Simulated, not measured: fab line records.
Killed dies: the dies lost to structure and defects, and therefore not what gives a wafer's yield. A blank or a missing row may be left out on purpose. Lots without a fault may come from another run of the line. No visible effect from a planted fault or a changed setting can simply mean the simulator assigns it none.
Code-filled problem report in 8D (eight disciplines) form ; flow n5_finfet ; the parts of the form that need people (team, actions taken, sign-off) are left out

1. THE PROBLEM
Wafers without a fault read 1500.1 rpm, standard deviation 1; spin_speed_rpm at N5_HKMG_FIN_COAT_06 reads a mean of 1384.1 rpm on 6 wafers belonging to 2 lots. That is -99 or more standard deviations from the usual mean.
The step: resist thk 90 nm.
First observed at day 7 14:28: wafer L834.1, on litho_track-01. The record has a number at this step for 30 wafers belonging to 10 lots. Rule for "out" (also "out of limits"): further than 4 standard deviations from the usual mean. Any other wafer with a number is counted as sound.

2. WHAT THIS IS AND IS NOT
question;is;is not
which readings at this step;spin_speed_rpm;-
which lots;L834, L835;L820, L821, L823, L825, L827, L840, L842, L843
which wafers of those lots;all that have a number;-
read on which tools;litho_track-01;litho_track-03, litho_track-04
when;from day 7 14:28;"up to then (15 sound wafers); but 9 sound wafers of L840, L842, L843 came after"

3. THE SUSPECTS, EACH WITH WHAT RULES IT OUT
Counting: any tool at a process step up to the reading is kept as a suspect provided that every lot that is out went through it and no sound lot did after the first of them.
- rie_diel-01 at N5_HKMG_FIN_ETCH_55 (etches SOC in N2/H2, target depth 240 nm, time 300 s): kept. It ran every lot that is out, first L834 (day 7 11:38), and no sound lot after that; its last sound lot up to then is L825 (day 5 05:56).
- litho_track-01 at N5_HKMG_FIN_COAT_06 (resist thk 90 nm): kept. It ran every lot that is out, first L834 (day 7 14:28), and no sound lot after that; its last sound lot up to then is L827 (day 5 21:37). Its own readings are out on those wafers: spin_speed_rpm.
After counting, rie_diel-01 at N5_HKMG_FIN_ETCH_55 and litho_track-01 at N5_HKMG_FIN_COAT_06 remain.

4. THE CAUSE (what the simulator had put in)
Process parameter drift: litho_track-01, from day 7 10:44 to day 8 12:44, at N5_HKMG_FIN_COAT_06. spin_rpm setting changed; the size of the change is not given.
This tool is one of the 2 suspects left after counting.

5. SEQUENCE OF EFFECTS, ordered by route
Each row: a reading where the mean over the struck wafers with a number is more than 3 standard deviations away from the usual. Scope: only readings with a usual standard deviation given in the record; hours: median across lots of the time from each lot's start at the first step in this table that gives one to its start at this step; sigmas: change in usual standard deviations.
hours;step;reading;usual;on struck wafers;change;sigmas
0;N5_HKMG_FIN_COAT_06;spin_speed_rpm;1500.1 rpm;1384.1;-116.0;-99 or more
The process steps in it:
- N5_HKMG_FIN_COAT_06: resist thk 90 nm.
Later measuring or inspecting steps at which every struck wafer that the step has a row for has a number for every such reading, and none has moved that far: N5_BEOL_M4_RC_MEAS_101.

6. WHAT WOULD HAVE CAUGHT IT SOONER
4 hours passed between the start of the fault at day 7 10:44 and the first reading out of limits in this record, taken at day 7 14:28.
